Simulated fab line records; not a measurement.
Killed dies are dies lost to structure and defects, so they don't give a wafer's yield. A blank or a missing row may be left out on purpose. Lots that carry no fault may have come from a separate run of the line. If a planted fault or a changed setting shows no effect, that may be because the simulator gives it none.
fab line records	flow n5Finfet
[record] lots = 11	wafers = 32	lastDay = 16
route steps=1938 shown BEOL_M12@1643 BEOL_M13@1659 PASSIVATION@1936
lots with no fault: from the same line, run without faults
startH: the number of hours between the record's first day and the start of the first shown wafer of the lot	waitH: time in hours since the lot's previous step	" the same as in the row above	L1.1+2: a row that stands for several wafers	- either no value or no given start	* or withheld: withheld	< > ~ a bound
route shown NAME@n: NAME is a module with steps in the file, n the number in the route of the first one	usual: mean/standard deviation taken from wafers without a fault	same: alike in all rows	chamber/n: place in a boat	sites: each site's reading	_std_site: the standard deviation of these	_edge_site: outer sites' mean less inner sites'	radiusMm: for every site, how far away it sits from the centre of the wafer	mask NAME#n: copy n	behind: the last tool/chamber to shape the wafer	hold: why the lot went on hold/how many hours it stayed there/how the hold came to an end	device: which transistor (n, p or np) failed to switch	end of line: the tests these same wafers got at the end of their route	where a step has no rows: the recipe by itself	killed: not the wafer's yield, but the dies lost to structure and defects at the first sort	map: shows each die of a wafer: x if killed, . if not, _ if none is there
set.NAME: the run value of the setting; set.NAME@STEP: its run value at that earlier step	model.NAME: the simulator's own value behind a step, which no gauge read
steps of the route over a sample of lots; a table a step, a row a wafer
services: when a tool's chamber went out of use (startH, in hours from the record's first day, below 0 if earlier), for how many hours, and the reason
[[steps]]
[step N5_BEOL_M12_ETCH_38]
[recipe] chemistry = CF4/N2	target = SiCN	targetDepthA = 687	taperDeg = 2	timeS = 73.4	ionEnergyEv = 150	maskMaterial = SiO2	pressureMtorr = 40	sourceW = 430	biasW = 70	Ar_flow_sccm = 100	cf4FlowSccm = 60	n2FlowSccm = 60
[usual] cf4FlowSccm = 59.99/0.17	drypumpMotorCurrentA = 5.6/0.39	oesProductAu = 0.83/0.097	rfVppV = 383.0/1.8	showerheadPlenumPTorr = 2.23/0.068	throttleValvePct = 15.29/0.19
lot.wafer	tool	chamber	startH	waitH	cf4FlowSccm	drypumpMotorCurrentA	oesProductAu	rfHoursCounterH	rfVppV	showerheadPlenumPTorr	throttleValvePct
L363.3	rieDiel-03	2	235.25	-	60.04	5.4	0.77	120	382.6	2.21	15.26
L363.4	"	0	"	"	59.89	5.6	0.72	210	382.1	2.18	15.38
L363.5	"	1	"	"	59.78	5.3	0.80	-	381.4	2.22	15.21
L364.2	rieDiel-03	2	242.63	-	60.21	5.5	0.78	123	381.3	2.21	15.26
L364.5	"	1	"	"	59.85	5.3	0.81	-	382.0	2.22	15.21
L364.6	"	0	"	"	60.18	5.6	0.72	-	382.2	2.18	15.37
L365.1	rieDiel-02	0	252.48	-	59.83	5.3	0.69	229	379.4	2.08	15.37
L365.4	"	0	"	"	60.39	5.3	0.69	-	379.9	2.08	15.38
L365.6	"	3	"	"	59.80	5.6	0.72	-	382.3	2.19	15.48
L369.3	rieDiel-04	2	271.49	-	60.07	5.6	0.94	7	385.4	2.35	15.18
L369.4	"	1	"	"	59.91	6.3	0.93	26	383.1	2.16	15.06
L369.5	"	2	"	"	59.87	5.6	0.95	-	385.9	2.34	15.17
L371.2	rieDiel-03	0	280.28	-	60.04	5.6	0.72	224	380.8	2.18	15.40
L371.3	"	2	"	"	60.13	5.4	0.77	136	383.6	2.20	15.28
L371.6	"	1	"	"	59.89	5.3	0.79	-	383.4	2.22	15.23
L370.1	rieDiel-02	2	290.73	-	60.22	5.2	0.96	8	382.8	2.26	15.38
L370.5	"	0	"	"	59.66	5.3	0.67	-	379.3	2.08	15.41
L370.6	"	3	"	"	60.01	5.6	0.71	-	381.2	2.18	15.52
L375.1	rieDiel-02	1	318.73	-	59.94	6.2	0.92	13	384.4	2.26	15.08
L375.3	"	2	"	"	60.03	5.2	0.93	21	384.0	2.26	15.41
L375.5	"	3	"	"	60.13	5.6	0.71	-	381.6	2.18	15.53
L376.1	rieDiel-02	1	330.66	-	60.14	6.2	0.90	18	383.7	2.26	15.09
L376.4	"	0	"	"	59.80	5.3	0.94	3	386.5	2.34	14.89
L378.1	rieDiel-03	3	341.46	-	60.33	5.7	0.87	53	387.0	2.33	15.33
L378.4	"	1	"	"	60.14	5.3	0.77	128	382.5	2.21	15.29
L378.5	"	3	"	"	60.12	5.7	0.86	-	386.2	2.33	15.34
L380.2	rieDiel-02	3	349.33	-	59.87	5.6	0.69	241	382.8	2.17	15.56
L380.3	"	2	"	"	60.36	5.2	0.90	32	382.0	2.25	15.43
L380.6	"	3	"	"	59.91	5.6	0.69	-	381.9	2.17	15.57
L381.2	rieDiel-02	2	354.55	-	60.01	5.3	0.90	34	383.7	2.25	15.43
L381.3	"	3	"	"	60.18	5.6	0.69	244	381.8	2.17	15.56
L381.4	"	0	"	"	60.01	5.3	0.91	12	386.9	2.34	14.92
[step N5_BEOL_M13_ILD_DEP_00]
[recipe] material = SiOC	targetThkA = 8379.2	tempC = 350	precursor = DEMS/O2	pressureTorr = 5	rfW = 500	timeS = 166.4
[usual] heaterPowerW = 479/67	showerheadPlenumPTorr = 5.702/0.015	showerheadVppV = 1355/68	throttleValvePct = 11.8/0.56
lot.wafer	tool	chamber	startH	waitH	heaterPowerW	showerheadPlenumPTorr	showerheadVppV	throttleValvePct
L363.3	pecvd-02	2	237.15	0.0	596	5.694	1236	11.3
L363.4	"	0	"	"	379	5.693	1316	11.7
L363.5	"	1	"	"	418	5.696	1486	11.5
L364.2	pecvd-03	1	244.57	0.0	456	5.694	1363	12.8
L364.5	"	2	"	"	445	5.708	1327	12.2
L364.6	"	1	"	"	369	5.688	1334	13.0
L365.1	pecvd-03	0	254.28	0.0	481	5.687	1298	11.5
L365.4	"	1	"	"	464	5.677	1338	12.8
L365.6	"	2	"	"	363	5.716	1363	12.1
L369.3	pecvd-03	0	274.43	0.0	422	5.692	1316	11.3
L369.4	"	1	"	"	371	5.699	1351	12.9
L369.5	"	0	"	"	476	5.683	1289	11.4
L371.2	pecvd-03	2	281.94	0.0	455	5.700	1358	12.1
L371.3	"	1	"	"	376	5.681	1352	12.7
L371.6	"	0	"	"	489	5.681	1304	11.4
L370.1	pecvd-03	1	292.59	0.0	446	5.683	1358	12.7
L370.5	"	0	"	"	508	5.682	1289	11.5
L370.6	"	1	"	"	472	5.689	1361	12.3
L375.1	pecvd-01	2	320.93	0.0	507	5.705	1417	10.7
L375.3	"	0	"	"	556	5.707	1457	11.9
L375.5	"	0	"	"	444	5.712	1480	11.3
L376.1	pecvd-03	0	332.17	0.0	415	5.687	1301	11.3
L376.4	"	2	"	"	403	5.718	1332	12.5
L378.1	pecvd-01	0	343.43	0.0	506	5.709	1462	11.7
L378.4	"	1	"	"	607	5.713	1343	11.9
L378.5	"	1	"	"	513	5.710	1330	12.1
L380.2	pecvd-02	0	350.99	0.0	476	5.696	1303	11.9
L380.3	"	1	"	"	533	5.684	1481	11.4
L380.6	"	1	"	"	419	5.712	1471	11.4
L381.2	pecvd-02	0	356.35	0.0	465	5.692	1300	11.8
L381.3	"	2	"	"	555	5.698	1267	11.7
L381.4	"	0	"	"	381	5.701	1310	11.5
[step N5_BEOL_M13_EXPOSE_07]
[recipe] maskId = V12	na = 0.93	sourceShape = conventional	sigmaOuter = 0.6	polarization = unpolarized	attpsmPhaseDeg = 180	doseMj = 24.8
lot.wafer	tool	chamber	startH	waitH	mask
L363.3+4+5	krfScanner-01	0	237.45	-	V12#0
L364.2+5+6	krfScanner-02	0	244.92	-	V12#0
L365.1+4+6	krfScanner-01	0	254.69	-	V12#0
L369.3+4+5	krfScanner-02	0	274.84	-	V12#0
L371.2+3+6	krfScanner-01	0	282.35	-	V12#0
L370.1+5+6	krfScanner-02	0	293.00	-	V12#0
L375.1+3+5	krfScanner-01	0	321.21	-	V12#0
L376.1+4	krfScanner-01	0	332.51	-	V12#0
L378.1+4+5	krfScanner-02	0	343.90	-	V12#0
L380.2+3+6	krfScanner-02	0	351.27	-	V12#0
L381.2+3+4	krfScanner-02	0	356.76	-	V12#0
[step N5_BEOL_M13_OVL_MEAS_11]
[recipe] pointsPerWafer = 44
[usual] V12_OVL = 1/5.9
lot.wafer	tool	chamber	startH	waitH	V12_OVL[nm]
L363.3	overlay-02	0	237.64	0.0	6
L363.4	"	0	"	"	3
L363.5	"	0	"	"	11
L364.2	overlay-01	0	245.11	0.0	11
L364.5	"	0	"	"	8
L364.6	"	0	"	"	10
L365.1	overlay-02	0	254.89	0.0	0
L365.4	"	0	"	"	3
L365.6	"	0	"	"	-1
L369.3	overlay-01	0	275.04	0.0	-1
L369.4	"	0	"	"	-5
L369.5	"	0	"	"	-5
L371.2	overlay-02	0	282.55	0.0	0
L371.3	"	0	"	"	2
L371.6	"	0	"	"	-7
L370.1	overlay-01	0	293.20	0.0	8
L370.5	"	0	"	"	16
L370.6	"	0	"	"	7
L375.1	overlay-02	0	321.41	0.0	69
L375.3	"	0	"	"	66
L375.5	"	0	"	"	75
L376.1	overlay-01	0	332.71	0.0	77
L376.4	"	0	"	"	63
L378.1	overlay-02	0	344.11	0.0	4
L378.4	"	0	"	"	-5
L378.5	"	0	"	"	3
L380.2	overlay-01	0	351.47	0.0	3
L380.3	"	0	"	"	-1
L380.6	"	0	"	"	-1
L381.2	overlay-01	0	356.96	0.0	-3
L381.3	"	0	"	"	2
L381.4	"	0	"	"	-7
[step N5_BEOL_M13_INSPECT_12]
[recipe] mode = adi	inspectInstrument = macro
[usual] rawDefectCount = 2.1/1.4
lot.wafer	tool	chamber	startH	waitH	rawDefectCount
L363.3	defectInspect-02	-	237.66	0.0	0
L363.4	"	-	"	"	3
L363.5	"	-	"	"	5
L364.2	defectInspect-01	-	245.14	0.0	1
L364.5	"	-	"	"	1
L364.6	"	-	"	"	1
L365.1	defectInspect-02	-	254.91	0.0	1
L365.4	"	-	"	"	1
L365.6	"	-	"	"	5
L369.3	defectInspect-02	-	275.06	0.0	0
L369.4	"	-	"	"	1
L369.5	"	-	"	"	1
L371.2	defectInspect-01	-	282.57	0.0	2
L371.3	"	-	"	"	0
L371.6	"	-	"	"	2
L370.1	defectInspect-02	-	293.22	0.0	4
L370.5	"	-	"	"	2
L370.6	"	-	"	"	2
L375.1	defectInspect-02	-	321.44	0.0	4
L375.3	"	-	"	"	2
L375.5	"	-	"	"	2
L376.1	defectInspect-02	-	332.73	0.0	1
L376.4	"	-	"	"	0
L378.1	defectInspect-01	-	344.14	0.0	4
L378.4	"	-	"	"	3
L378.5	"	-	"	"	2
L380.2	defectInspect-01	-	351.49	0.0	1
L380.3	"	-	"	"	2
L380.6	"	-	"	"	3
L381.2	defectInspect-02	-	356.98	0.0	5
L381.3	"	-	"	"	2
L381.4	"	-	"	"	2
[step N5_PASSIVATION_PROBE_49]
[usual] defectLimitedYield = 90.9/1.4	killed_at_M0_to_M3 = 37/12	killed_at_M4_up = 14/5.3	killedAtContacts = 12/6.2	killedAtFrontEnd = 41/11	killedAtOther = 3.7/2.9	killedDies = 107/17	killedOnRim = 14/4.4	killedOpen = 71/12	killedShort = 34/7.9	sort_bin_5_function = 5.3/0.95	sort_bin_6_memory = 3.4/0.7	sort_bin_8_speed = 0.00/0.0099	sortNPass = 1073/17	sortYieldPct = 90.9/1.5
[same] grossDies = 1180	killedAtBackSide = 0	sort_bin_4_leakage[%] = 0
lot.wafer	tool	chamber	startH	waitH	defectLimitedYield[%]	killed_at_M0_to_M3	killed_at_M4_up	killedAtContacts	killedAtFrontEnd	killedAtOther	killedDies	killedOnRim	killedOpen	killedShort	sort_bin_5_function[%]	sort_bin_6_memory[%]	sort_bin_8_speed[%]	sortNPass	sortYieldPct[%]
L370.1	prober-01	-	325.84	0.0	88.1	80	12	7	41	1	141	18	76	60	7.3	4.0	0	1039	88.1
L370.5	prober-01	-	326.04	0.2	89.1	53	11	10	54	1	129	17	79	45	6.5	3.7	0	1051	89.1
L370.6	prober-01	-	326.09	0.3	87.4	89	10	12	30	8	149	20	93	54	7.4	4.7	0	1031	87.4
L375.1	prober-01	-	353.36	0.0	93.1	36	21	1	24	0	82	12	58	23	4.4	2.4	0	1098	93.1
L375.3	prober-01	-	353.46	0.1	89.7	49	30	6	31	6	122	9	85	32	6.4	3.4	0	1058	89.7
L375.5	prober-01	-	353.56	0.2	90.0	38	23	5	51	1	118	12	90	24	6.2	3.4	0	1062	90.0
L376.1	prober-01	-	369.45	0.4	89.7	18	20	9	68	6	121	20	78	36	6.4	3.2	0	1059	89.7
L376.4	prober-01	-	369.60	0.6	92.3	29	13	2	39	8	91	11	63	26	4.1	3.5	0	1089	92.3
// killed by level:class
L370.1 BEOL_M0_SAQP:geometricParticle:open=19 BEOL_M0_SAQP:geometricParticle:short=18 FIN_SAQP:geometricParticle:open=13 BEOL_M1:geometricParticle:short=12 FIN_SAQP:geometricParticle:short=10 BEOL_M2:geometricParticle:open=10 BEOL_M1:geometricParticle:open=6 BEOL_M3:geometricParticle:short=6
L370.5 BEOL_M0_SAQP:geometricParticle:open=18 BEOL_M0_SAQP:geometricParticle:short=14 GATE_CUT:geometricParticle:short=10 FIN_SAQP:geometricParticle:short=9 FIN_SAQP:geometricParticle:open=8 STI_FIN_REVEAL:geometricParticle:open=7 MOL_CONTACT_COAG:geometricParticle:open=7 BEOL_M1:geometricParticle:open=6
L370.6 BEOL_M0_SAQP:geometricParticle:short=22 BEOL_M0_SAQP:geometricParticle:open=22 BEOL_M2:geometricParticle:open=16 BEOL_M3:geometricParticle:open=9 BEOL_M1:geometricParticle:open=9 MOL_CONTACT_COAG:geometricParticle:open=8 FIN_SAQP:geometricParticle:open=6 STI_FIN_REVEAL:geometricParticle:open=5
L375.1 BEOL_M1:geometricParticle:open=15 BEOL_M4:geometricParticle:open=14 BEOL_M3:geometricParticle:open=8 FIN_SAQP:geometricParticle:open=6 GATE_CUT:geometricParticle:short=6 BEOL_M2:geometricParticle:open=5 BEOL_M4:geometricParticle:short=4 FIN_SAQP:geometricParticle:short=2
L375.3 BEOL_M1:geometricParticle:open=17 BEOL_M4:geometricParticle:open=17 FIN_SAQP:geometricParticle:open=12 BEOL_M2:geometricParticle:open=10 FIN_SAQP:geometricParticle:short=7 BEOL_M0_SAQP:geometricParticle:short=6 MOL_CONTACT_COAG:geometricParticle:open=5 PAD_METAL:geometricParticle:open=5
L375.5 FIN_SAQP:geometricParticle:open=28 BEOL_M1:geometricParticle:open=14 BEOL_M4:geometricParticle:open=13 BEOL_M0_SAQP:geometricParticle:short=5 BEOL_M0:geometricParticle:open=5 BEOL_M2:geometricParticle:open=5 STI_FIN_REVEAL:geometricParticle:open=4 MOL_CONTACT_COAG:geometricParticle:open=4
L376.1 STI_FIN_REVEAL:geometricParticle:open=14 FIN_SAQP:geometricParticle:short=13 FIN_SAQP:geometricParticle:open=8 DUMMY_GATE:geometricParticle:open=8 STARTING-WAFER:geometricParticle:open=8 BEOL_M4:geometricParticle:open=5 MOL_CONTACT_COAG:geometricParticle:open=5 BEOL_M1:geometricParticle:open=5
L376.4 BEOL_M2:geometricParticle:open=16 FIN_SAQP:geometricParticle:open=11 STI_FIN_REVEAL:geometricParticle:open=6 ILD0:geometricParticle:open=6 BEOL_M4:geometricParticle:open=6 BEOL_M1:geometricParticle:open=5 FIN_SAQP:geometricParticle:short=4 BEOL_M0_SAQP:geometricParticle:short=4
[[services]]
tool	chamber	startH	hours	kind
rieDiel-03	-	219.02	2.8	pm
pecvd-03	0	227.38	25.5	repair
krfScanner-01	-	232.35	4.4	pm
krfScanner-01	-	238.51	1.0	pm
rieDiel-03	0	259.75	6.6	repair
rieDiel-02	0	261.10	2.4	repair
pecvd-01	-	262.81	2.8	pm
krfScanner-02	-	263.90	0.3	repair
pecvd-02	-	265.94	6.0	pm
krfScanner-02	-	267.31	1.0	pm
krfScanner-01	-	289.42	0.8	pm
pecvd-02	-	289.68	2.4	repair
krfScanner-02	0	303.50	-	calibration
krfScanner-01	-	307.48	0.3	repair
rieDiel-03	0	310.73	1.4	repair
krfScanner-02	-	313.89	0.8	pm
rieDiel-03	2	316.71	5.3	repair
pecvd-03	1	321.47	16.8	repair
krfScanner-02	-	324.92	1.3	pm
krfScanner-01	-	336.94	3.6	pm
rieDiel-04	3	341.69	14.3	repair
rieDiel-02	-	344.12	2.0	repair
rieDiel-04	1	345.68	5.8	repair
rieDiel-04	-	346.66	14.6	pm
[[key]]
[firstSign] step = N5_BEOL_M13_OVL_MEAS_11	reading = V12_OVL	direction = up	sigmas = 12	usual = 1	struck = 70
effect none on later readings
metAt N5_BEOL_M13_EXPOSE_07
struckLots L375,L376
notActingAt N5_BEOL_M12_ETCH_38,N5_BEOL_M13_ILD_DEP_00,N5_BEOL_M13_INSPECT_12
onsetBetween 282.35 321.21
[fault] kind = scannerMatchingOverlay	tool = krfScanner-01	chamber = -	onsetH = 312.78	steps = N5_BEOL_M13_EXPOSE_07	offset = 64.982
